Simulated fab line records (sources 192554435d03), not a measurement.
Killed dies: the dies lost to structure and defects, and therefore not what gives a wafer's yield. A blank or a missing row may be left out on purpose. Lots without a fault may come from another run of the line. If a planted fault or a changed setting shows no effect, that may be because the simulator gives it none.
The tool behind it: which one?	flow n5Finfet	23 lots, 69 wafers sampled, at 2 steps of a route of 1938

== WHAT EACH GAUGE READ, for each wafer ==
N5_SDB_THK_MEAS_31.
lot	measured	on	SDB_THK (nm)
L074	day 4 02:10	filmMetro-01	64.3 65.4 65.5
L075	day 4 11:55	filmMetro-01	64.8 63.5 65.3
L077	day 4 23:01	filmMetro-01	64.0 65.5 64.8
L078	day 5 04:09	filmMetro-01	65.0 63.9 64.3
L079	day 5 06:52	filmMetro-02	64.7 64.4 63.9
L080	day 5 15:53	filmMetro-01	64.5 65.6 64.6
L081	day 5 19:04	filmMetro-02	64.1 64.5 63.2
L082	day 6 03:00	filmMetro-02	63.8 63.7 63.2
L083	day 6 06:23	filmMetro-01	66.3 64.6 64.3
L084	day 6 17:14	filmMetro-02	63.9 63.6 63.7
L085	day 7 05:55	filmMetro-01	65.7 65.2 64.7
L086	day 7 06:23	filmMetro-02	62.8 63.1 64.1
L087	day 7 11:02	filmMetro-01	63.5 63.5 62.9
L088	day 7 16:19	filmMetro-01	64.2 63.6 63.9
L089	day 7 19:31	filmMetro-02	63.1 62.0 63.9
L090	day 7 23:30	filmMetro-02	63.5 62.9 62.8
L091	day 8 03:29	filmMetro-01	64.0 63.1 63.3
L092	day 8 10:43	filmMetro-02	63.7 64.0 63.7
L093	day 8 15:26	filmMetro-01	65.3 64.7 63.6
L094	day 9 01:00	filmMetro-01	64.0 63.3 62.8
L095	day 9 06:29	filmMetro-02	65.6 65.1 66.0
L096	day 9 14:37	filmMetro-02	63.7 63.1 62.8
L097	day 10 01:16	filmMetro-01	63.1 65.2 62.3

== TOOL THAT RAN EACH LOT (tool first, then ch and the chambers of the sampled wafers, then the start) ==
lot	N5_SDB_ETCH_18
L074	rieDiel-01 ch 0,1, day 3 22:12
L075	rieDiel-01 ch 0,1,2, day 4 07:48
L077	rieDiel-02 ch 1,2,3, day 4 18:18
L078	rieDiel-02 ch 0,2, day 4 23:05
L079	rieDiel-02 ch 0,3, day 5 01:59
L080	rieDiel-03 ch 1,2,3, day 5 11:49
L081	rieDiel-03 ch 0,1,3, day 5 15:19
L082	rieDiel-01 ch 1,2,3, day 5 22:17
L083	rieDiel-01 ch 0,2,3, day 6 02:37
L084	rieDiel-01 ch 2,3, day 6 12:57
L085	rieDiel-01 ch 0,1, day 7 01:54
L086	rieDiel-01 ch 1,3, day 7 02:35
L087	rieDiel-01 ch 2,3, day 7 06:23
L088	rieDiel-02 ch 2,3, day 7 10:48
L089	rieDiel-01 ch 2,3, day 7 13:55
L090	rieDiel-01 ch 0,1,2, day 7 18:43
L091	rieDiel-03 ch 0,1,3, day 7 23:31
L092	rieDiel-01 ch 1,3, day 8 06:55
L093	rieDiel-03 ch 0,3, day 8 10:53
L094	rieDiel-01 ch 1,2,3, day 8 21:13
L095	rieDiel-03 ch 0,2,3, day 9 02:16
L096	rieDiel-03 ch 0,2, day 9 10:51
L097	rieDiel-03 ch 0,1,2, day 9 21:31
- N5_SDB_ETCH_18: etches SOC in N2/H2, target depth 100 nm, overetch 20 nm, time 150 s.

== AS READ BY THE TOOLS THEMSELVES (means over the sampled wafers that have a number; for cases with no such wafer, the mark the record gives instead) ==
N5_SDB_ETCH_18.
lot	tool	biasW (W)	drypumpMotorCurrentA (A)	oesProductAu (a.u.)	rfVppV (V)	showerheadPlenumPTorr (Torr)	throttleValvePct (%)
L074	rieDiel-01	149.5	5.8	0.62	522.6	2.47	17.74
L075	rieDiel-01	149.4	5.5	0.63	524.4	2.55	17.88
L077	rieDiel-02	149.9	6.4	0.70	525.1	2.58	17.87
L078	rieDiel-02	149.7	5.9	0.74	526.7	2.67	17.74
L079	rieDiel-02	150.2	5.8	0.63	525.4	2.58	18.17
L080	rieDiel-03	150.2	6.0	0.69	524.0	2.58	17.89
L081	rieDiel-03	150.2	5.7	0.63	524.5	2.55	18.01
L082	rieDiel-01	150.1	5.7	0.65	523.2	2.53	17.82
L083	rieDiel-01	150.0	5.5	0.66	525.1	2.60	17.91
L084	rieDiel-01	149.8	5.4	0.65	525.0	2.60	17.97
L085	rieDiel-01	149.5	5.6	0.70	527.3	2.64	17.73
L086	rieDiel-01	150.4	5.9	0.80	527.2	2.66	17.41
L087	rieDiel-01	150.1	5.5	0.65	525.6	2.60	17.99
L088	rieDiel-02	150.5	6.5	0.69	524.9	2.58	17.99
L089	rieDiel-01	149.9	5.7	0.67	524.9	2.58	17.86
L090	rieDiel-01	149.9	5.5	0.69	526.0	2.64	17.80
L091	rieDiel-03	150.3	5.6	0.70	524.0	2.54	17.91
L092	rieDiel-01	150.3	6.0	0.73	525.6	2.60	17.57
L093	rieDiel-03	149.8	5.6	0.77	526.0	2.61	17.77
L094	rieDiel-01	149.7	5.7	0.70	526.5	2.62	17.72
L095	rieDiel-03	150.0	5.9	0.74	527.7	2.63	17.80
L096	rieDiel-03	149.8	6.3	0.78	527.1	2.66	17.66
L097	rieDiel-03	149.8	6.0	0.80	527.9	2.67	17.66

== THE ANSWER, worked out from the rows above alone ==
Rule: the lots themselves supply what counts as usual. The widest of any qualifying gaps counts: lots, ordered by their means at a reading, are off when they make up no more than a third of the lots, leave a main group of 4 or more, and stand apart from it by 3 or more times the standard deviation of that group's means. A main group is skipped when, at the precision printed for the reading in the tables above, its means are all equal. Also off: a lot with no number at a reading for which 4 or more lots have one. Where the step has rows for the other lots, those lots are counted as sound. Order of review: gauges by route order, followed by the tools' own readings, for which a lot's mean as printed above is used. The first step at which some lot is off is used, and at that step the reading that is off furthest; a lot without a number counts as furthest.
None of the lots is off at any reading shown; this tells nothing.

== WHAT WAS PUT IN BY THE SIMULATOR ==
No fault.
